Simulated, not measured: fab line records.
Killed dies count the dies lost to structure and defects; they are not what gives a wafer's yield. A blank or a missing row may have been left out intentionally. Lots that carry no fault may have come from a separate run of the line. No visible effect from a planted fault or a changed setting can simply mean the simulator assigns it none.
Lot-split experiment | flow n5_finfet | 7 lots, 21 wafers read, on a route of 1938 steps

== ON THE SPLIT ==
At N5_BEOL_M14_ILD_DEP_00 (deposits SiO2 from TEOS/O2, target thk 1119.3 nm, time 237.4 s), the setting temp_c was moved away from the recipe's 400 C on 5 of the 21 wafers read, by -1.9% to -0.7%. The other wafers ran this setting at the recipe's value.

Split to reading: the file shows no intervening step.

== THE READING ==
M14_ILD_THK in nanometres, read at N5_BEOL_M14_THK_MEAS_01. Fault-free wafers of this fab line usually give 1124 nm, standard deviation 14 nm.

wafer  | tool, chamber at the split | temp_c as run, C | against the recipe | M14_ILD_THK, nm | against lot-mates on the recipe
L078.1 | pecvd-04, 0                | 397.3            | -0.7%              | 1116            | +24
L078.2 | pecvd-04, 1                | 400              | recipe             | 1092            | -
L078.6 | pecvd-04, 0                | 397.3            | -0.7%              | 1137            | +45
L077.3 | pecvd-02, 1                | 400              | recipe             | 1139            | -
L077.5 | pecvd-02, 2                | 400              | recipe             | 1119            | -
L077.6 | pecvd-02, 1                | 400              | recipe             | 1130            | -
L082.3 | pecvd-02, 2                | 400              | recipe             | 1117            | -
L082.4 | pecvd-02, 2                | 392.5            | -1.9%              | 1198            | +66
L082.5 | pecvd-02, 1                | 400              | recipe             | 1146            | -
L090.1 | pecvd-02, 0                | 394              | -1.5%              | 1161            | +39
L090.3 | pecvd-02, 1                | 394              | -1.5%              | 1163            | +41
L090.6 | pecvd-02, 2                | 400              | recipe             | 1122            | -
L092.1 | pecvd-02, 0                | 400              | recipe             | 1112            | -
L092.2 | pecvd-02, 1                | 400              | recipe             | 1119            | -
L092.6 | pecvd-02, 1                | 400              | recipe             | 1132            | -
L095.3 | pecvd-04, 2                | 400              | recipe             | 1116            | -
L095.5 | pecvd-04, 1                | 400              | recipe             | 1127            | -
L095.6 | pecvd-04, 2                | 400              | recipe             | 1122            | -
L094.3 | pecvd-02, 1                | 400              | recipe             | 1105            | -
L094.4 | pecvd-02, 1                | 400              | recipe             | 1120            | -
L094.6 | pecvd-02, 2                | 400              | recipe             | 1124            | -

FIT RESULTS
A straight line over all 21 wafers: M14_ILD_THK changes by -31.4 nm for each +1% of temp_c; r = -0.82; the points scatter about the line by 14 nm.
The same after taking each lot's own level away (the mean of its wafers on the recipe; 21 wafers): -32.1 nm for each +1%; r = -0.90; scatter 9.7 nm.
Per that fit: largest temp_c move, reading shift of 60 nm.
Measured against the standard deviation above, the lots' own levels, which go from 1092.0 to 1131.5 nm, span 2.8 times it.
The two slopes are in agreement: the lot-to-lot level therefore moves the slope only a little.
Check: with one of the wafers moved furthest among these (-1.9%) left out of the fit, the line predicts +57.3 nm for it against its lot-mates. It came out at +66.5 nm against them.

== OTHER SPLITS APPLIED TO THESE WAFERS ==
These wafers also went through other splits before the reading. Each is held against what the fit with the lots' levels taken away leaves over:
other split on the same wafers | wafers away from the commonest value | r with M14_ILD_THK (lot level and that fit taken away)
N5_BEOL_M12_PEB_08 peb_temp_c  | 6                                    | +0.31
N5_BEOL_M13_COAT_04 spin_rpm   | 10                                   | -0.35
N5_BEOL_M13_DEP_53 time_s      | 6                                    | -0.34

== THE WHOLE CHAIN: every reading that the file lists as answering this split, in the file's order ==
step                    | what it does                                                   | reading                                                                             | change (the file's fit)              | r (the file's)
N5_BEOL_M14_ILD_DEP_00  | deposits SiO2 from TEOS/O2, target thk 1119.3 nm, time 237.4 s | SiO2_of_BEOL_M14_ILD_DEP_00.thk_nm (the simulator's own value, which no gauge read) | -32.7 nm for each +1% of the setting | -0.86
N5_BEOL_M14_THK_MEAS_01 |                                                                | M14_ILD_THK                                                                         | -33.2 for each +1% of the setting    | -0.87
N5_BEOL_M14_VIA_ETCH_16 | etches SiO2 in C4F8/O2/Ar, target depth 1231.3 nm              | etch.depth_nm (the simulator's own value, which no gauge read)                      | -32.7 nm for each +1% of the setting | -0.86

== FILE'S OWN FIT ==
M14_ILD_THK changes by -33.2 nm for each +1% of temp_c, r = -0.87.
